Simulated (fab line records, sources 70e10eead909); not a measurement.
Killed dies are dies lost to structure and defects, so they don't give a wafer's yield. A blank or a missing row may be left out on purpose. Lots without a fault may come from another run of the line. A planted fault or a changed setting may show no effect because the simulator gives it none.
Chamber matching | flow nand_harc | NHARC_P_GATE_ALD_36 on ald_sin-01: 4 sister chambers
The step deposits SiNx, target thk 20 nm, pulse time 60 s, ald cycles 223. 16 wafers are shown with their chamber, then 8 later ones without.

WAFERS WITH THEIR CHAMBER
wafer  | chamber | heater_power_w (W) | precursor_pulse_height_rel
L076.1 | 2       | 742                | 0.995
L076.3 | 3       | 789                | 0.979
L076.2 | 0       | 752                | 1.000
L079.2 | 2       | 740                | 1.006
L079.4 | 3       | 776                | 1.019
L079.5 | 0       | 770                | 0.989
L082.2 | 2       | 751                | 0.987
L082.1 | 3       | 763                | 0.989
L082.5 | 1       | 913                | 1.012
L085.2 | 2       | 748                | 1.022
L085.5 | 0       | 778                | 0.983
L085.6 | 1       | 930                | 0.966
L088.3 | 3       | 745                | 0.995
L088.6 | 3       | 749                | 0.955
L088.5 | 0       | 723                | 0.983
L091.4 | 3       | 787                | 1.028

SIGNATURES (means of the wafers above)
reading                    | chamber 0 | chamber 1 | chamber 2 | chamber 3 | scatter within a chamber
heater_power_w             | 755.75    | 921.50    | 745.25    | 768.17    | 17.8
precursor_pulse_height_rel | 0.98875   | 0.98900   | 1.00250   | 0.99417   | 0.0214
Rule: a wafer's distance from a chamber is the root of the sum, over the readings, of the square of ((its reading less the chamber's mean) divided by the reading's scatter). The wafer belongs to the nearest chamber; if the next one is less than 2 further off, it can't be placed. The scatter: the root of (the sum of the squares of (reading less its chamber's mean) over the shown wafers, divided by (wafers less chambers)).

WAFERS WITHOUT THEIR CHAMBER
wafer  | heater_power_w (W) | precursor_pulse_height_rel
L091.3 | 745                | 1.002
L091.1 | 748                | 0.991
L094.3 | 890                | 0.992
L094.4 | 746                | 0.986
L094.6 | 899                | 0.980
L097.2 | 790                | 1.009
L097.4 | 742                | 1.032
L097.3 | 873                | 1.015

WHICH CHAMBER EACH WENT THROUGH
wafer  | from the rows above          | in truth
L091.3 | can't be placed: 2 or 0 or 3 | 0
L091.1 | can't be placed: 0 or 2 or 3 | 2
L094.3 | 1                            | 1
L094.4 | can't be placed: 0 or 2 or 3 | 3
L094.6 | 1                            | 1
L097.2 | can't be placed: 3 or 0 or 2 | 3
L097.4 | can't be placed: 2 or 0 or 3 | 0
L097.3 | 1                            | 1
Placed correctly: 3 of 8. Can't be placed from these rows: 5 (the true chamber is among the candidates in 5). Placed wrongly: 0.
